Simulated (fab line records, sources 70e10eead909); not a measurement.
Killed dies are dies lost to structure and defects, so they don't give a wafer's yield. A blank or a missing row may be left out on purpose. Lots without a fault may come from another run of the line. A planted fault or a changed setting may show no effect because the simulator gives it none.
fab line records | flow nand_harc
record lots=6 wafers=18 last_day=23
route steps=1159 shown A_SLIT@802 A_SIN_REMOVE@804 A_WL_FILL@809 END@1159
lots that met no fault: from a run of the same line without faults
start_h: hours from the record's first day to the start of the lot's first wafer shown | wait_h: hours since the lot's step before | " the same as in the row above | L1.1+2: a row that stands for several wafers | - no value, or no start given | * or withheld: withheld | < > ~ a bound
route shown NAME@n: a module of which the file shows steps, and the number in the route of the first | usual: mean/standard deviation of fault-free wafers | same: alike in all rows | chamber/n: place in a boat | sites: the reading at each site | _std_site: their standard deviation | _edge_site: outer sites' mean less inner sites' | radius_mm: how far each site lies from the wafer's centre | mask NAME#n: copy n | behind: the tool/chamber that last shaped the wafer | hold: why the lot was held/for how many hours/how that ended | device: the transistor (n, p or np) that didn't switch | end of line: the same wafers' tests at the end of the route | a step without rows: its recipe alone | killed: dies lost to structure and defects at the first sort, not the wafer's yield | map: a wafer's dies, x killed, . not, _ none there
set.NAME: the setting as run; set.NAME@STEP: as run at that earlier step | model.NAME: the simulator's own value behind a step, which no gauge read
lots at some steps of the route; a table a step, a row a wafer
services: from which hour (start_h, from the record's first day; less than 0 if before it) a tool's chamber was out of use, for how many hours, and why
## steps
# step NHARC_A_SLIT_SRD_20
# step NHARC_A_SLIT_CD_MEAS_21
# usual cd_nm=289.6/0.9
# columns lot.wafer tool chamber start_h wait_h cd_nm
L772.3 cd_sem-02 - 352.93 - 289.3
L772.5 " - " " 289.6
L772.6 " - " " 289.6
L770.1 cd_sem-03 - 354.44 0.1 290.2
L770.4 " - " " 289.9
L770.5 " - " " 289.5
L784.3 cd_sem-02 - 419.57 - 288.2
L784.4 " - " " 287.3
L784.5 " - " " 287.6
L780.3 cd_sem-01 - 421.24 - 289.2
L780.4 " - " " 289.0
L780.6 " - " " 289.7
L787.1 cd_sem-02 - 449.44 - 290.5
L787.3 " - " " 290.3
L787.6 " - " " 290.5
L785.2 cd_sem-01 - 451.08 - 290.0
L785.3 " - " " 289.4
L785.5 " - " " 290.3
# step NHARC_A_SIN_REMOVE_WET_00
# recipe temp_c=160 time_s=15300 chemistry=H3PO4
# step NHARC_A_SIN_REMOVE_PRECLEAN_01
# recipe time_s=* temp_c=50 bath_age_min=0 chemistry=SC1
# step NHARC_A_SIN_REMOVE_SRD_02
# step NHARC_A_SIN_REMOVE_INSPECT_04
# usual raw_defect_count=280/75
# columns lot.wafer tool chamber start_h wait_h raw_defect_count
L770.1 defect_inspect-02 - 360.37 0.0 297
L770.4 " - " " 455
L770.5 " - " " 233
L772.3 defect_inspect-01 - 360.38 0.0 265
L772.5 " - " " 243
L772.6 " - " " 182
L784.3 defect_inspect-02 - 427.26 0.0 225
L784.4 " - " " 205
L784.5 " - " " 295
L780.3 defect_inspect-01 - 427.29 0.1 205
L780.4 " - " " 215
L780.6 " - " " 176
L787.1 defect_inspect-02 - 457.15 0.0 239
L787.3 " - " " 367
L787.6 " - " " 287
L785.2 defect_inspect-02 - 457.15 0.1 198
L785.3 " - " " 209
L785.5 " - " " 222
# step NHARC_A_WL_FILL_ALD_00
# recipe target_thk_a=30 pulse_time_s=3 ald_cycles=30 temp_c=300 material=Al2O3
# usual heater_power_w=433/51 precursor_pulse_height_rel=1.003/0.018
# columns lot.wafer tool chamber start_h wait_h heater_power_w precursor_pulse_height_rel
L770.1 ald_hk-02 0 360.65 0.3 387 0.974
L770.4 " 1 " " 552 0.992
L770.5 " 3 " " 373 1.016
L772.3 ald_hk-04 2 360.78 0.4 386 0.974
L772.5 " 1 " " 465 1.000
L772.6 " 2 " " 386 1.005
L784.4 ald_hk-02 2 427.32 0.1 404 1.026
L784.3 " 0 " " 392 0.979
L784.5 " 2 " " 395 1.035
L780.3 ald_hk-01 3 427.40 0.1 467 1.002
L780.4 " 0 " " 380 0.993
L780.6 " 1 " " 417 0.997
L787.3 ald_hk-01 1 457.21 0.1 414 1.005
L787.1 " 3 " " 470 1.018
L787.6 " 2 " " 461 1.029
L785.3 ald_hk-02 2 457.24 0.1 407 0.975
L785.2 " 3 " " 382 1.004
L785.5 " 1 " " 534 0.976
# step NHARC_A_WL_FILL_RTA_01
# recipe temp_c=1000 time_s=5
# usual lamp_power_pct=30.50/0.1 wafer_temp_C_max=1004.7/1.3
# columns lot.wafer tool chamber start_h wait_h lamp_power_pct wafer_temp_C_max
L770.1 rtp_anneal-01 0 360.86 - 30.61 1005.2
L770.4 " 0 " " 30.61 1004.8
L770.5 " 0 " " 30.57 1003.8
L772.3 rtp_anneal-02 0 361.07 - 30.35 1002.6
L772.5 " 0 " " 30.35 1003.6
L772.6 " 0 " " 30.36 1003.2
L784.3 rtp_anneal-02 0 427.64 - 30.45 1003.5
L784.4 " 0 " " 30.45 1003.6
L784.5 " 0 " " 30.39 1003.7
L780.3 rtp_anneal-01 0 427.67 - 30.57 1006.3
L780.4 " 0 " " 30.61 1005.5
L780.6 " 0 " " 30.60 1004.8
L787.1 rtp_anneal-02 0 457.48 - 30.39 1003.4
L787.3 " 0 " " 30.42 1003.9
L787.6 " 0 " " 30.41 1004.7
L785.2 rtp_anneal-01 0 457.50 - 30.68 1005.4
L785.3 " 0 " " 30.62 1004.0
L785.5 " 0 " " 30.60 1006.5
# step NHARC_A_WL_FILL_ALD_02
# recipe target_thk_a=20 pulse_time_s=3 ald_cycles=100 temp_c=450 material=TiN
# usual heater_power_w=1055/85 precursor_pulse_height_rel=1.000/0.022
# columns lot.wafer tool chamber start_h wait_h heater_power_w precursor_pulse_height_rel
L770.4 ald_metal-04 3 361.08 0.1 1194 1.016
L770.1 " 0 " " 994 0.977
L770.5 " 3 " " 1194 0.978
L772.3 ald_metal-03 0 361.23 0.1 1102 1.010
L772.5 " 0 " " 1099 1.008
L772.6 " 1 " " 1107 1.001
L784.4 ald_metal-04 2 427.84 0.1 1145 1.001
L784.3 " 0 " " 969 0.999
L784.5 " 1 " " 974 1.023
L780.4 ald_metal-03 3 427.91 0.2 1127 1.004
L780.3 " 0 " " 1093 1.016
L780.6 " 2 " " 909 0.996
L787.1 ald_metal-03 1 457.74 0.2 1145 1.001
L787.3 " 2 " " 910 0.989
L787.6 " 1 " " 1082 1.016
L785.2 ald_metal-02 1 457.77 0.2 1159 0.995
L785.3 " 2 " " 1030 1.001
L785.5 " 0 " " 957 0.964
# step NHARC_A_WL_FILL_CVD_03
# recipe target_thk_a=400 temp_c=300 pressure_torr=40 wf6_flow_sccm=40 h2_flow_sccm=1600 ar_flow_sccm=1560 time_s=3302 material=W
# usual heater_power_w=507/45 mfc_ar_sccm=1560/4.6 throttle_valve_pct=7.96/0.26
# columns lot.wafer tool chamber start_h wait_h heater_power_w mfc_ar_sccm throttle_valve_pct
L770.1 cvd_w-01 1 368.44 7.0 461 1561 8.05
L770.4 " 1 " " 466 1563 8.01
L770.5 " 1 " " 454 1562 8.05
L772.3 cvd_w-02 0 371.26 9.7 565 1561 8.34
L772.6 " 0 " " 572 1555 8.22
L772.5 " 1 " " 543 1560 7.75
L784.4 cvd_w-01 1 433.43 5.2 450 1558 7.93
L784.3 " 0 " " 500 1559 7.99
L784.5 " 0 " " 495 1562 8.05
L780.4 cvd_w-01 1 436.27 8.0 439 1558 8.23
L780.3 " 0 " " 500 1562 8.02
L780.6 " 0 " " 501 1563 8.41
L785.2 cvd_w-01 1 460.44 2.4 453 1558 8.17
L785.3 " 0 461.85 3.8 498 1564 7.94
L785.5 " 1 " " 467 1563 7.93
L787.1 cvd_w-02 1 461.50 3.4 537 1562 7.52
L787.3 " 1 " " 544 1558 7.35
L787.6 " 0 " " 575 1554 8.22
# step NHARC_A_WL_FILL_ETCHBACK_04
# recipe target_depth_a=600 time_s=120 chemistry=NF3
# usual drypump_motor_current_A=5.6/0.56 oes_product_au=1.001/0.014 run_length_s=141.4/0.44
# columns lot.wafer tool chamber start_h wait_h drypump_motor_current_A oes_product_au rf_hours_counter_h run_length_s
L770.1 rie_metal-03 0 371.78 2.9 4.8 1.014 2.7 97.2
L770.4 " 1 " " 6.3 1.014 - 97.3
L770.5 " 1 " " 6.3 1.009 - 141.0
L772.3 rie_metal-03 0 373.74 2.0 4.9 1.022 - 97.5
L772.6 " 1 " " 6.3 1.007 - 140.8
L772.5 " 0 " " 4.8 1.003 - 141.4
L784.4 rie_metal-02 0 435.88 2.0 6.0 1.011 - 142.0
L784.3 " 1 " " 5.9 1.006 - 141.7
L784.5 " 1 " " 5.9 1.010 - 141.5
L780.3 rie_metal-02 1 438.72 1.5 5.9 1.006 - 141.3
L780.4 " 0 " " 6.0 1.014 - 142.0
L780.6 " 0 " " 6.0 1.005 - 142.4
L785.2 rie_metal-03 0 463.77 2.9 4.8 1.009 0.0 141.5
L785.3 " 1 " " 6.3 1.002 - 140.7
L785.5 " 1 " " 6.3 0.999 - 140.9
L787.1 rie_metal-01 1 464.33 2.4 6.0 0.991 3.6 141.3
L787.3 " 1 " " 6.0 0.980 - 141.3
L787.6 " 1 " " 6.0 0.984 - 141.3
# step NHARC_A_WL_FILL_ETCHBACK_05
# recipe target_depth_a=220 time_s=60 temp_c=40 chemistry=Cl2/BCl3
# usual drypump_motor_current_A=5.6/0.55 oes_product_au=1.001/0.015 run_length_s=81.4/0.43
# columns lot.wafer tool chamber start_h wait_h drypump_motor_current_A oes_product_au rf_hours_counter_h run_length_s
L770.1 rie_metal-03 1 371.99 0.2 6.3 1.024 2.9 80.6
L770.4 " 0 " " 4.8 1.012 - 81.6
L770.5 " 1 " " 6.3 1.016 - 81.0
L772.3 rie_metal-03 0 373.90 0.1 4.8 1.010 - 81.1
L772.5 " 0 " " 4.8 1.017 - 81.1
L772.6 " 1 " " 6.3 1.014 - 80.9
L784.3 rie_metal-02 1 436.08 0.1 6.0 1.002 - 81.4
L784.4 " 0 " " 6.0 0.997 - 82.2
L784.5 " 1 " " 6.0 1.006 - 81.9
L780.3 rie_metal-02 0 438.91 0.2 6.0 1.011 - 82.0
L780.4 " 1 " " 5.9 1.022 - 81.5
L780.6 " 0 " " 6.0 1.012 - 81.9
L785.2 rie_metal-03 0 464.02 0.2 4.9 1.008 0.1 81.1
L785.3 " 0 " " 4.9 1.006 - 81.4
L785.5 " 0 " " 4.9 1.005 - 81.3
L787.1 rie_metal-01 0 464.58 0.2 5.3 0.980 3.7 82.0
L787.3 " 1 " " 6.0 0.980 - 81.2
L787.6 " 1 " " 6.0 0.970 - 81.5
# step NHARC_END_SORT_01
# recipe temp_c=25
# usual killed_at_array=25/10 killed_at_other=0.6/0.91 killed_at_periphery=3.6/2.9 killed_dies=29/10 killed_open=3.3/2 killed_short=1.9/1.5
# same gross_dies=677
# columns lot.wafer tool chamber start_h wait_h killed_at_array killed_at_other killed_at_periphery killed_dies killed_open killed_short
L770.1 prober-01 0 483.89 2.5 672 0 1 673 6 0
L770.4 prober-01 0 486.29 3.4 670 1 5 676 7 3
L772.3 prober-02 0 485.49 3.1 670 0 3 673 2 1
# killed by level:class
L770.1 A_WL_FILL:area_etchback=642 A_SLIT:chamber_film_flake=11 A_CHANNEL_HOLE_D1:chamber_film_flake=5 A_STAIRCASE:chamber_film_flake=4 A_ONON_D1:geometric_particle:open=2 A_WL_FILL:chamber_film_flake=2 A_CONTACT:chamber_film_flake=2 A_CONTACT:geometric_particle:open=1
L772.3 A_WL_FILL:area_etchback=661 A_CHANNEL_HOLE_D1:chamber_film_flake=3 A_STAIRCASE:chamber_film_flake=2 A_SGD_CUT:chamber_film_flake=2 P_CONTACT:geometric_particle:open=1 A_CHANNEL_FILL_D1:geometric_particle:short=1 A_BLC:geometric_particle:open=1 P_ZERO_WELL:chamber_film_flake=1
L770.4 A_WL_FILL:area_etchback=644 A_SLIT:chamber_film_flake=10 A_CONTACT:chamber_film_flake=3 A_CONTACT:geometric_particle:open=2 A_CONTACT:geometric_particle:short=2 P_BONDPAD:chamber_film_flake=2 A_CHANNEL_HOLE_D1:chamber_film_flake=2 P_M0:geometric_particle:open=1
# map L770.4 (x killed, . not)
____________x____________
_________xxxxxxx_________
_______xxxxxxxxxxx_______
______xxxxxxxxxxxxx______
_____xxxxxxxxxxxxxxx_____
____xxxxxxxxxxxxxxxxx____
____xxxxxxxxxxxxxxxxx____
___xxxxxxxxxxxxxxxxxxx___
___xxxxxxxxxxxxxxxxxxx___
__xxxxxxxxxxxxxxxxxxxxx__
__xxxxxxxxxxxxxxxxxxxxx__
_xxxxxxxxxxxxxxxxxxxxxxx_
_xxxxxxxxxxxxxxxxxxxxxxx_
_xxxxxxxxxxxxxxxxxxxxxxx_
_xxxxxxxxxxxxxxxxxxxxxxx_
_xxxxxxxxxxxxxxxxxxxxxxx_
xxxxxxxxxxxxxxxxxxxxxxxxx
xxxxxxxxxxxxxxxxxxxxxxxxx
xxxxxxxxxxxxxxxxxxxxxxxxx
xxxxxxxxxxxxxxxxxxxxxxxxx
xxxxxxxxxxxxxxxxxxxxxxxxx
_xxxxxxxxxxxxxxxxxxxxxxx_
_xxxxxxxxxxxxxxxxxxxxxxx_
_xxxxxxxxxxxxxxxxxxxxxxx_
_xxxxxxxxxxxxxxxxxxxxxxx_
_.xxxxxxxxxxxxxxxxxxxxxx_
__xxxxxxxxxxxxxxxxxxxxx__
__xxxxxxxxxxxxxxxxxxxxx__
___xxxxxxxxxxxxxxxxxxx___
___xxxxxxxxxxxxxxxxxxx___
____xxxxxxxxxxxxxxxxx____
____xxxxxxxxxxxxxxxxx____
_____xxxxxxxxxxxxxxx_____
______xxxxxxxxxxxxx______
_______xxxxxxxxxxx_______
_________xxxxxxx_________
____________x____________
# map L772.3 (x killed, . not)
____________x____________
_________xxxxxxx_________
_______xxxxxxxxxxx_______
______xxxxxxxxxxxxx______
_____xxxxxxxxxxxxxxx_____
____xxxxxxxxxxxxxxxxx____
____xxxxxxxxxxxxxxxxx____
___xxxxxxxxxxxxxxxxxx.___
___xxxxxxxxxxxxxxxxxxx___
__xxxxxxxxxxxxxxxxxxxxx__
__xxxxxxxxxxxxxxxxxxxxx__
_xxxxxxxxxxxxxxxxxxxxxxx_
_xxxxxxxxxxxxxxxxxxxxxxx_
_xxxxxxxxxxxxxxxxxxxxxxx_
_xxxxxxxxxxxxxxxxxxxxxxx_
_xxxxxxxxxxxxxxxxxxxxxxx_
xxxxxxxxxxxxxxxxxxxxxxxxx
xxxxxxxxxxxxxxxxxxxxxxxxx
xxxxxxxxxxxxxxxxxxxxxxxxx
xxxxxxxxxxxxxxxxxxxxxxxxx
xxxxxxxxxxxxxxxxxxxxxxxxx
_xxxxxxxxxxxxxxxxxxxxxxx_
_xxxxxxxxxxxxxxxxxxxxxxx_
_xxxxxxxxxxxxxxxxxxxxxxx_
_xxxxxxxxxxxxxxxxxxxxxxx_
_.xxxxxxxxxxxxxxxxxxxxxx_
__xxxxxxxxxxxxxxxxxxxxx__
__xxxxxxxxxxxxxxxxxxxxx__
___xxxxxxxxxxxxxxxxxxx___
___xxxxxxxxxxxxxxxxx.x___
____xxxxxxxxxxxxxxxxx____
____xxxxxxxxxxxxxxxxx____
_____xxxxxxxxxxxxxx._____
______xxxxxxxxxxxxx______
_______xxxxxxxxxxx_______
_________xxxxxxx_________
____________x____________
## services
# columns tool chamber start_h hours kind
ald_metal-02 - 364.00 10.0 pm
ald_hk-04 - 370.48 10.0 pm
cvd_w-02 - 378.37 13.0 pm
ald_metal-02 - 380.48 1.1 repair
rie_metal-02 - 388.00 9.0 pm
rie_metal-02 0 388.00 9.0 vent_cycle
rie_metal-02 1 388.00 9.0 vent_cycle
ald_metal-04 1 395.67 25.9 repair
rie_metal-02 0 397.00 - clean
rie_metal-02 1 397.00 - clean
rie_metal-03 1 402.05 2.6 repair
rie_metal-01 1 403.03 2.3 repair
ald_metal-04 - 406.00 10.0 pm
ald_hk-01 - 409.34 10.0 pm
rie_metal-03 1 413.25 17.0 repair
rie_metal-03 - 453.00 9.0 pm
rie_metal-03 0 453.00 9.0 vent_cycle
rie_metal-03 1 453.00 9.0 vent_cycle
ald_hk-02 - 458.77 10.0 pm
ald_hk-02 0 458.77 10.0 vent_cycle
ald_hk-02 1 458.77 10.0 vent_cycle
ald_hk-02 2 458.77 10.0 vent_cycle
rie_metal-03 0 462.00 - clean
rie_metal-03 1 462.00 - clean
## key
first_sign step=NHARC_A_WL_FILL_ETCHBACK_04 reading=run_length_s direction=down sigmas=99+ usual=* struck=*
effect step=NHARC_END_SORT_01 reading=killed_dies direction=up sigmas=63 usual=29 struck=674
more_kills_born_at NHARC_A_WL_FILL_ETCHBACK_04@rie_metal-03=1947
met_at NHARC_A_WL_FILL_ETCHBACK_04
struck_wafers L770.1,L770.4,L772.3
later_rows_left_out L770.1,L770.4,L772.3
tester_left_out L770,L772
fault kind=process_parameter_drift tool=rie_metal-03 chamber=- onset_h=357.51 steps=NHARC_A_WL_FILL_ETCHBACK_04 channel=time_s offset=* shape=step end_h=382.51 scope=struck_wafers_only acts_in=* stated=*
# tester_left_out: of these lots the tester's yield and bins aren't shown, on N5 and GAA mostly nor the transistor test; their killed dies are dies lost to structure and defects alone, not to doping, threshold or leakage, so they don't give the yield
# later_rows_left_out: the simulator's readings of these wafers behind a module that went badly wrong aren't trusted and aren't shown, but for the sort
